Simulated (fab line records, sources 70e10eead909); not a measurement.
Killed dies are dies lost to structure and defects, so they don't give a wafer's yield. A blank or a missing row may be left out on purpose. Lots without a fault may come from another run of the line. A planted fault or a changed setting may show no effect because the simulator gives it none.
Which tool did it? | flow nand_harc | 24 lots, 72 wafers sampled, at 5 steps of a route of 1302

WHAT THE GAUGES READ, wafer by wafer
NHARC_THIN_TSV_CD_MEAS_16. Usual: cd_nm 1000.1 nm, standard deviation 2.4.
lot  | measured     | on        | cd_nm (nm)           | flag
L074 | day 23 15:01 | cd_sem-01 | 1000.6 998.4 1003.7  |
L076 | day 23 20:55 | cd_sem-02 | 999.3 999.6 1000.8   |
L075 | day 24 09:25 | cd_sem-02 | 995.7 995.0 1000.7   |
L077 | day 24 19:59 | cd_sem-03 | 999.1 996.5 998.6    |
L078 | day 25 02:45 | cd_sem-01 | 999.4 997.0 997.1    |
L079 | day 25 10:44 | cd_sem-01 | 1003.7 1005.9 1006.3 |
L081 | day 26 17:10 | cd_sem-03 | 1001.9 1004.4 999.5  |
L080 | day 27 02:36 | cd_sem-03 | 1001.5 997.9 1000.3  |
L082 | day 27 09:47 | cd_sem-01 | 998.7 999.8 997.8    |
L083 | day 27 14:11 | cd_sem-01 | 1000.6 1000.5 1000.1 |
L085 | day 28 02:11 | cd_sem-02 | 1000.1 1001.1 1000.2 |
L084 | day 28 08:17 | cd_sem-03 | 1001.1 1000.0 1001.1 |
L086 | day 28 09:32 | cd_sem-02 | 1001.9 1000.6 998.4  |
L090 | day 29 18:47 | cd_sem-02 | 1000.6 1004.5 1004.1 |
L088 | day 29 19:52 | cd_sem-03 | 1000.8 1001.3 1002.4 |
L087 | day 30 02:22 | cd_sem-03 | 1002.1 1002.5 1004.2 |
L089 | day 30 14:07 | cd_sem-02 | 1003.8 1001.2 1000.4 |
L092 | day 30 20:35 | cd_sem-03 | 996.2 996.3 997.6    |
L091 | day 30 19:23 | cd_sem-01 | 997.5 996.7 997.6    |
L093 | day 31 10:02 | cd_sem-02 | 998.3 1001.4 1001.1  |
L095 | day 32 04:47 | cd_sem-02 | 999.3 999.3 998.1    |
L094 | day 32 03:34 | cd_sem-01 | 1000.4 999.6 1001.3  |
L096 | day 32 18:40 | cd_sem-01 | 997.4 999.8 997.3    |
L097 | day 32 20:07 | cd_sem-01 | 1000.3 999.0 1000.5  |

WHICH TOOL RAN EACH LOT (tool, then ch and the chambers of the sampled wafers, then the start)
lot  | NHARC_A_M1_CMP_23             | NHARC_A_BONDPAD_PRE_CLEAN_26            | NHARC_A_BONDPAD_PVD_17                  | NHARC_THIN_TSV_ETCH_15
L074 | cmp-03 ch 0,2, day 22 18:08   | pvd_sputter-01, day 23 14:53 or earlier | pvd_sputter-01, day 23 14:53 or earlier | rie_si-01 ch 2,3, day 23 14:53
L076 | cmp-01 ch 0,2,3, day 23 02:33 | pvd_sputter-01, day 23 20:47 or earlier | pvd_sputter-01, day 23 20:47 or earlier | rie_si-06 ch 2,3, day 23 20:47
L075 | cmp-04 ch 0,1,3, day 23 14:55 | pvd_sputter-02, day 24 09:17 or earlier | pvd_sputter-02, day 24 09:17 or earlier | rie_si-01 ch 0,1,3, day 24 09:17
L077 | cmp-04 ch 0,1,3, day 24 01:43 | pvd_sputter-03, day 24 19:50 or earlier | pvd_sputter-03, day 24 19:50 or earlier | rie_si-01 ch 0,2,3, day 24 19:50
L078 | cmp-01 ch 0,1,2, day 24 08:15 | pvd_sputter-03, day 25 02:37 or earlier | pvd_sputter-03, day 25 02:37 or earlier | rie_si-06 ch 0,1, day 25 02:37
L079 | cmp-04 ch 1,2,3, day 24 13:16 | pvd_sputter-02, day 25 10:37 or earlier | pvd_sputter-02, day 25 10:37 or earlier | rie_si-04 ch 1,2, day 25 10:37
L081 | cmp-03 ch 0,2, day 25 22:32   | pvd_sputter-01, day 26 17:02 or earlier | pvd_sputter-01, day 26 17:02 or earlier | rie_si-04 ch 0,1,2, day 26 17:02
L080 | cmp-01 ch 0,1,2, day 26 07:10 | pvd_sputter-01, day 27 02:27 or earlier | pvd_sputter-01, day 27 02:27 or earlier | rie_si-06 ch 0,2,3, day 27 02:27
L082 | cmp-04 ch 2,3, day 26 15:11   | pvd_sputter-03, day 27 09:38 or earlier | pvd_sputter-03, day 27 09:38 or earlier | rie_si-01 ch 0,2, day 27 09:38
L083 | cmp-04 ch 1,2, day 26 19:32   | pvd_sputter-01, day 27 14:03 or earlier | pvd_sputter-01, day 27 14:03 or earlier | rie_si-01 ch 2,3, day 27 14:03
L085 | cmp-01 ch 0,1,2, day 27 06:25 | pvd_sputter-02, day 28 02:04 or earlier | pvd_sputter-02, day 28 02:04 or earlier | rie_si-06 ch 0,1,2, day 28 02:04
L084 | cmp-03 ch 0,3, day 27 13:59   | pvd_sputter-01, day 28 08:08 or earlier | pvd_sputter-01, day 28 08:08 or earlier | rie_si-01 ch 0,2,3, day 28 08:08
L086 | cmp-04 ch 0,1, day 27 16:05   | pvd_sputter-03, day 28 09:23 or earlier | pvd_sputter-03, day 28 09:23 or earlier | rie_si-04 ch 0,3, day 28 09:23
L090 | cmp-01 ch 0,1,3, day 29 00:25 | pvd_sputter-03, day 29 18:39 or earlier | pvd_sputter-03, day 29 18:39 or earlier | rie_si-06 ch 0,1,3, day 29 18:39
L088 | cmp-03 ch 0,1,2, day 29 01:46 | pvd_sputter-02, day 29 19:43 or earlier | pvd_sputter-02, day 29 19:43 or earlier | rie_si-01 ch 0,2,3, day 29 19:43
L087 | cmp-04 ch 1,2, day 29 07:13   | pvd_sputter-03, day 30 02:15 or earlier | pvd_sputter-03, day 30 02:15 or earlier | rie_si-06 ch 0,1,3, day 30 02:15
L089 | cmp-04 ch 1,2, day 29 19:24   | pvd_sputter-03, day 30 13:59 or earlier | pvd_sputter-03, day 30 13:59 or earlier | rie_si-04 ch 0,2, day 30 13:59
L092 | cmp-04 ch 0,3, day 30 01:13   | pvd_sputter-01, day 30 20:26 or earlier | pvd_sputter-01, day 30 20:26 or earlier | rie_si-01 ch 0,1, day 30 20:26
L091 | cmp-03 ch 1,2,3, day 30 02:44 | pvd_sputter-02, day 30 19:14 or earlier | pvd_sputter-02, day 30 19:14 or earlier | rie_si-06 ch 2,3, day 30 19:14
L093 | cmp-04 ch 2,3, day 30 15:44   | pvd_sputter-02, day 31 09:54 or earlier | pvd_sputter-02, day 31 09:54 or earlier | rie_si-06 ch 0,3, day 31 09:54
L095 | cmp-01 ch 0,1, day 31 07:07   | pvd_sputter-01, day 32 04:38 or earlier | pvd_sputter-01, day 32 04:38 or earlier | rie_si-01 ch 0,3, day 32 04:38
L094 | cmp-04 ch 0,2,3, day 31 08:41 | pvd_sputter-01, day 32 03:27 or earlier | pvd_sputter-01, day 32 03:27 or earlier | rie_si-06 ch 1,2,3, day 32 03:27
L096 | cmp-01 ch 1,2, day 31 23:38   | pvd_sputter-02, day 32 18:34 or earlier | pvd_sputter-02, day 32 18:34 or earlier | rie_si-06 ch 1,2,3, day 32 18:34
L097 | cmp-04 ch 0,3, day 32 00:24   | pvd_sputter-01, day 32 19:59 or earlier | pvd_sputter-01, day 32 19:59 or earlier | rie_si-01 ch 1,2,3, day 32 19:59
- NHARC_A_M1_CMP_23: polishes, t overpolish 20 s, target thk 154.34 nm.
- NHARC_A_BONDPAD_PRE_CLEAN_26: time 30 s.
- NHARC_A_BONDPAD_PVD_17: deposits TaN, target thk 5 nm, time 8.06 s.
- NHARC_THIN_TSV_ETCH_15: target depth 3000 nm, bosch target overetch cycles 2, bosch etch step 2.8 s.

WHAT THE TOOLS THEMSELVES READ (means of the sampled wafers that have a number; where no wafer has one, the mark that the record gives instead)
NHARC_A_M1_CMP_23. Usual: motor_current_A 12.5 A, standard deviation 1.1; time_to_endpoint_s 29 s, standard deviation 3.2.
lot  | tool   | motor_current_A (A) | time_to_endpoint_s (s) | flag
L074 | cmp-03 | 12.7                | 25                     |
L076 | cmp-01 | 13.9                | 29                     |
L075 | cmp-04 | 11.9                | 30                     |
L077 | cmp-04 | 11.9                | 29                     |
L078 | cmp-01 | 13.7                | 29                     |
L079 | cmp-04 | 12.5                | 27                     |
L081 | cmp-03 | 12.6                | 27                     |
L080 | cmp-01 | 13.6                | 30                     |
L082 | cmp-04 | 11.5                | 27                     |
L083 | cmp-04 | 12.5                | 28                     |
L085 | cmp-01 | 13.8                | 29                     |
L084 | cmp-03 | 12.7                | 27                     |
L086 | cmp-04 | 11.7                | 34                     |
L090 | cmp-01 | 13.6                | 28                     |
L088 | cmp-03 | 12.8                | 33                     |
L087 | cmp-04 | 12.9                | 30                     |
L089 | cmp-04 | 12.8                | 30                     |
L092 | cmp-04 | 11.4                | 27                     |
L091 | cmp-03 | 12.0                | 28                     |
L093 | cmp-04 | 12.1                | 24                     |
L095 | cmp-01 | 13.4                | 28                     |
L094 | cmp-04 | 11.8                | 29                     |
L096 | cmp-01 | 12.7                | 34                     |
L097 | cmp-04 | 11.2                | 31                     |

NHARC_A_BONDPAD_PRE_CLEAN_26. Usual: heater_power_w 404 W, standard deviation 34.
lot  | tool           | heater_power_w (W) | flag
L074 | pvd_sputter-01 | 385                |
L076 | pvd_sputter-01 | 427                |
L075 | pvd_sputter-02 | 407                |
L077 | pvd_sputter-03 | 407                |
L078 | pvd_sputter-03 | 398                |
L079 | pvd_sputter-02 | 383                |
L081 | pvd_sputter-01 | 412                |
L080 | pvd_sputter-01 | 407                |
L082 | pvd_sputter-03 | 408                |
L083 | pvd_sputter-01 | 414                |
L085 | pvd_sputter-02 | 407                |
L084 | pvd_sputter-01 | 412                |
L086 | pvd_sputter-03 | 436                |
L090 | pvd_sputter-03 | 410                |
L088 | pvd_sputter-02 | 390                |
L087 | pvd_sputter-03 | 382                |
L089 | pvd_sputter-03 | 399                |
L092 | pvd_sputter-01 | 426                |
L091 | pvd_sputter-02 | 417                |
L093 | pvd_sputter-02 | 394                |
L095 | pvd_sputter-01 | 414                |
L094 | pvd_sputter-01 | 438                |
L096 | pvd_sputter-02 | 399                |
L097 | pvd_sputter-01 | 427                |

NHARC_A_BONDPAD_PVD_17. Usual: bias_v 168.5 V, standard deviation 1.8; chamber_pressure_pa 0.12004 Pa, standard deviation 0.00023; throttle_valve_pct 29.4 %, standard deviation 1.4.
lot  | tool           | bias_v (V) | chamber_pressure_pa (Pa) | throttle_valve_pct (%) | flag
L074 | pvd_sputter-01 | 168.9      | 0.11996                  | 28.9                   |
L076 | pvd_sputter-01 | 168.3      | 0.11999                  | 29.0                   |
L075 | pvd_sputter-02 | 168.6      | 0.12016                  | 29.1                   |
L077 | pvd_sputter-03 | 169.1      | 0.11998                  | 29.7                   |
L078 | pvd_sputter-03 | 168.1      | 0.11999                  | 28.3                   |
L079 | pvd_sputter-02 | 168.4      | 0.11995                  | 28.5                   |
L081 | pvd_sputter-01 | 170.3      | 0.11996                  | 29.2                   |
L080 | pvd_sputter-01 | 169.4      | 0.12043                  | 28.5                   |
L082 | pvd_sputter-03 | 168.5      | 0.12001                  | 31.2                   |
L083 | pvd_sputter-01 | 170.4      | 0.12000                  | 28.8                   |
L085 | pvd_sputter-02 | 169.9      | 0.12004                  | 29.6                   |
L084 | pvd_sputter-01 | 167.7      | 0.12031                  | 29.0                   |
L086 | pvd_sputter-03 | 169.0      | 0.11994                  | 31.4                   |
L090 | pvd_sputter-03 | 168.9      | 0.12009                  | 31.3                   |
L088 | pvd_sputter-02 | 169.8      | 0.11983                  | 30.5                   |
L087 | pvd_sputter-03 | 167.7      | 0.11998                  | 29.7                   |
L089 | pvd_sputter-03 | 170.7      | 0.11998                  | 29.8                   |
L092 | pvd_sputter-01 | 168.8      | 0.12011                  | 29.4                   |
L091 | pvd_sputter-02 | 168.2      | 0.12003                  | 30.4                   |
L093 | pvd_sputter-02 | 168.6      | 0.11992                  | 29.8                   |
L095 | pvd_sputter-01 | 168.7      | 0.11992                  | 28.6                   |
L094 | pvd_sputter-01 | 168.4      | 0.12009                  | 28.7                   |
L096 | pvd_sputter-02 | 166.6      | 0.12013                  | 29.7                   |
L097 | pvd_sputter-01 | 167.4      | 0.12028                  | 28.4                   |

NHARC_THIN_TSV_ETCH_15. Usual: drypump_motor_current_A 5.6 A, standard deviation 0.3; he_backside_leak_sccm 2.7 sccm, standard deviation 0.32.
lot  | tool      | drypump_motor_current_A (A) | he_backside_leak_sccm (sccm) | flag
L074 | rie_si-01 | 5.6                         | 2.4                          |
L076 | rie_si-06 | 5.4                         | 2.8                          |
L075 | rie_si-01 | 5.7                         | 2.7                          |
L077 | rie_si-01 | 5.5                         | 2.5                          |
L078 | rie_si-06 | 5.8                         | 2.5                          |
L079 | rie_si-04 | 6.1                         | 2.5                          |
L081 | rie_si-04 | 5.8                         | 2.5                          |
L080 | rie_si-06 | 5.5                         | 2.6                          |
L082 | rie_si-01 | 5.4                         | 3.2                          |
L083 | rie_si-01 | 5.6                         | 2.4                          |
L085 | rie_si-06 | 5.7                         | 2.7                          |
L084 | rie_si-01 | 5.5                         | 2.6                          |
L086 | rie_si-04 | 5.5                         | 2.9                          |
L090 | rie_si-06 | 5.7                         | 2.5                          |
L088 | rie_si-01 | 5.5                         | 2.6                          |
L087 | rie_si-06 | 5.7                         | 2.6                          |
L089 | rie_si-04 | 5.9                         | 2.7                          |
L092 | rie_si-01 | 5.6                         | 2.8                          |
L091 | rie_si-06 | 5.4                         | 2.7                          |
L093 | rie_si-06 | 5.5                         | 2.7                          |
L095 | rie_si-01 | 5.5                         | 2.6                          |
L094 | rie_si-06 | 5.5                         | 2.8                          |
L096 | rie_si-06 | 5.5                         | 2.8                          |
L097 | rie_si-01 | 5.7                         | 2.6                          |

THE ANSWER, worked out from the rows above alone
Rule: a lot is off if the mean of its wafers that have a number lies more than 3 standard deviations from the usual mean. A lot without any number at a reading at which 4 lots or more have one is off too. The other lots that the step has rows for count as sound. The gauges are gone through in route order, then the tools' own readings, and for those a lot's mean is taken as printed above. The first step at which some lot is off is used, and at that step the reading that is off furthest; a lot without a number counts as furthest.
No lot is off at any reading shown: from this, nothing can be told.

WHAT THE SIMULATOR HAD PUT IN
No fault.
